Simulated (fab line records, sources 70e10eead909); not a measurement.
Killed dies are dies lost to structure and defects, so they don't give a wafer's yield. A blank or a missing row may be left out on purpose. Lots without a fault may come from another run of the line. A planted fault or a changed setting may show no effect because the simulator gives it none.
A struck lot beside a sound one | flow nand_harc | 43 steps out of a route of 1302
Sound: wafers L798.3, L798.4, L798.6. Struck: wafers L804.1, L804.5. (L804.6 of the same lot was not struck and is left out.) The cause comes at the end.
At each step with rows: each side's tool, then ch and its chambers, then its first start. Under that, the readings that differ: sound wafers | struck wafers | difference of the means | sigmas: that difference in standard deviations of wafers without a fault.
alike: readings whose means differ by less than 2 such deviations, and words and numbers that are the same on both sides. not compared: withheld readings, readings that some wafer has no value for, bounds like >300 that may hide the same value, and numbers for which the record gives no deviation and whose values overlap.
The two part at a step that has a row with sigmas, a row that says differs or no value, or rows on one side only. Numbers that don't overlap but have no deviation are shown without sigmas and don't part them. A reading that every wafer of one side lacks parts them only if that side has two wafers or more.

first, 8 steps without rows for these wafers: NHARC_THIN_TSV_DEHYDRATE_04 (time 120 s); NHARC_THIN_TSV_HMDS_05 (time 30 s); NHARC_THIN_TSV_COAT_06; NHARC_THIN_TSV_SOFTBAKE_07 (time 95 s); NHARC_THIN_TSV_EBR_08; NHARC_THIN_TSV_EXPOSE_09 (exposes mask TSV); NHARC_THIN_TSV_PEB_10 (peb time 85 s); NHARC_THIN_TSV_DEVELOP_11 (time 70 s).
NHARC_THIN_TSV_CD_MEAS_12: target cd 1000 nm.
  sound on cd_sem-02 ch 0, day 23 18:58; struck on cd_sem-02 ch 0, day 26 14:10
  alike: cd_nm
then, 2 steps without rows for these wafers: NHARC_THIN_TSV_HARDBAKE_13 (time 80 s); NHARC_THIN_TSV_DESCUM_14 (chemistry O2, time 3 s).
NHARC_THIN_TSV_ETCH_44: etches the open film in CF4/O2, target depth 1594.2 nm, time 797.1 s.
  sound on rie_diel-03 ch 0,2, day 23 19:16; struck on rie_diel-01 ch 0, day 26 14:34
  reading                     | sound       | struck  | difference | sigmas
  drypump_motor_current_A (A) | 5.4 6.2 6.2 | 5.2 5.2 | -0.7       | -2
  alike: o2_flow_sccm, oes_product_au, rf_fwd_power_W, rf_vpp_V, showerhead_plenum_p_Torr, throttle_valve_pct
  not compared: rf_hours_counter_h
NHARC_THIN_TSV_ETCH_15: target depth 3000 nm, bosch target overetch cycles 2, bosch etch step 2.8 s.
  sound on rie_si-05 ch 0,2, day 23 19:47; struck on rie_si-05 ch 3, day 26 15:07
  alike: drypump_motor_current_A
  not compared: rf_hours_counter_h
NHARC_THIN_TSV_CD_MEAS_16:
  sound on cd_sem-02, day 23 19:56; struck on cd_sem-01, day 26 15:15
  alike: cd_nm
then, 2 steps without rows for these wafers: NHARC_THIN_TSV_STRIP_45 (strips in O2); NHARC_THIN_TSV_STRIP_46 (strips in post etch residue remover, time 1200 s).
NHARC_THIN_TSV_DEP_47: deposits SiO2, target thk 200 nm.
  sound on pecvd-04 ch 0,1, day 23 20:55; struck on pecvd-04 ch 1,2, day 26 16:13
  alike: rf_fwd_power_W, showerhead_vpp_V, throttle_valve_pct
then, 2 steps without rows for these wafers: NHARC_THIN_TSV_ETCHBACK_48 (etches the open film in C4F8/Ar, target depth 1028.5 nm, time 405.17 s); NHARC_THIN_TSV_STRIP_62 (strips in N2/H2, time 20 s).
NHARC_THIN_TSV_DEGAS_49: time 120 s.
  sound on pvd_sputter-03, day 23 21:49; struck on pvd_sputter-01, day 26 17:05
  alike: heater_power_w
NHARC_THIN_TSV_PRE_CLEAN_50: time 30 s.
  sound on pvd_sputter-03; struck on pvd_sputter-01
  alike: heater_power_w
then, 4 steps without rows for these wafers: NHARC_THIN_TSV_PVD_19 (deposits TaN, target thk 20 nm); NHARC_THIN_TSV_PVD_51 (deposits Cu, target thk 100 nm); NHARC_THIN_TSV_ECD_20 (material Cu, target thk 2000 nm); NHARC_THIN_TSV_ANNEAL_52 (time 90 s).
NHARC_THIN_TSV_CMP_21: polishes, t overpolish 30 s, target thk 2000 nm.
  sound on cmp-01 ch 0,2, day 23 23:23; struck on cmp-01 ch 0,2, day 26 18:38
  alike: motor_current_A, overpolish_run_s
then, 13 steps without rows for these wafers: NHARC_THIN_TSV_SRD_23; NHARC_THIN_TSV_DEGAS_53 (time 60 s); NHARC_THIN_TSV_PRE_CLEAN_54 (time 30 s); NHARC_THIN_TSV_PVD_55 (deposits TiN, target thk 50 nm); NHARC_THIN_TSV_PVD_24 (deposits Al, target thk 800 nm); NHARC_THIN_TSV_DEHYDRATE_25 (time 120 s); NHARC_THIN_TSV_HMDS_26 (time 30 s); NHARC_THIN_TSV_COAT_27; NHARC_THIN_TSV_SOFTBAKE_28 (time 95 s); NHARC_THIN_TSV_EBR_29; NHARC_THIN_TSV_EXPOSE_30 (exposes mask PAD); NHARC_THIN_TSV_PEB_31 (peb time 85 s); NHARC_THIN_TSV_DEVELOP_32 (time 70 s).
NHARC_THIN_TSV_CD_MEAS_33: target cd 5000 nm.
  sound on cd_sem-01 ch 0, day 24 00:50; struck on cd_sem-02 ch 0, day 26 20:04
  alike: cd_nm
then, 1 step without rows for these wafers: NHARC_THIN_TSV_HARDBAKE_34 (time 80 s).
NHARC_END_WLT_00:
  sound on prober-01, day 24 07:56; struck on prober-01, day 27 10:01
  alike: VT_DECK1_BOTTOM, VT_DECK1_BOTTOM_INNER, VT_DECK1_MEDIAN_NEAR_BOTTOM, VT_DECK1_MEDIAN_NEAR_BOTTOM_INNER, VT_DECK1_MIDDLE, VT_DECK1_MIDDLE_INNER, VT_DECK1_TOP, VT_DECK1_TOP_INNER, VT_DECK2_BOTTOM, VT_DECK2_BOTTOM_INNER, VT_DECK2_MEDIAN_NEAR_BOTTOM, VT_DECK2_MEDIAN_NEAR_BOTTOM_INNER, VT_DECK2_MIDDLE, VT_DECK2_MIDDLE_INNER, VT_DECK2_TOP, VT_DECK2_TOP_INNER
  not compared: hold
NHARC_END_SORT_01:
  sound on prober-01 ch 0, day 24 11:35; struck on prober-02 ch 0, day 27 14:32
  reading                  | sound          | struck                                            | difference                   | sigmas
  hold                     | - - -          | await_dispo/4.2h/release await_dispo/4.2h/release | no value on the sound wafers |
  defect_limited_yield (%) | 92.9 94.7 92.0 | 83.0 82.7                                         | -10.4                        | -4
  killed_at_other          | 0 1 0          | 60 64                                             | +62                          | +47
  killed_dies              | 48 36 54       | 115 117                                           | +70                          | +4
  sort_bin_2_pct (%)       | 2.5 2.1 2.7    | 7.4 6.6                                           | +4.6                         | +4
  sort_bin_3_pct (%)       | 0.7 0.4 0.7    | 3.7 5.8                                           | +4.2                         | +12
  sort_n_pass              | 629 641 623    | 562 560                                           | -70                          | -4
  sort_rim_yield_pct (%)   | 98 89 93       | 78 71                                             | -19                          | -4
  sort_yield_pct (%)       | 92.9 94.7 92.0 | 83.0 82.7                                         | -10.4                        | -4
  alike: killed_at_array, killed_at_periphery, killed_open, killed_short, sort_bin_4_pct

WHERE THEY PART
First at NHARC_THIN_TSV_ETCH_44; last, within this record, at NHARC_END_SORT_01.

WHY: what the simulator had put in
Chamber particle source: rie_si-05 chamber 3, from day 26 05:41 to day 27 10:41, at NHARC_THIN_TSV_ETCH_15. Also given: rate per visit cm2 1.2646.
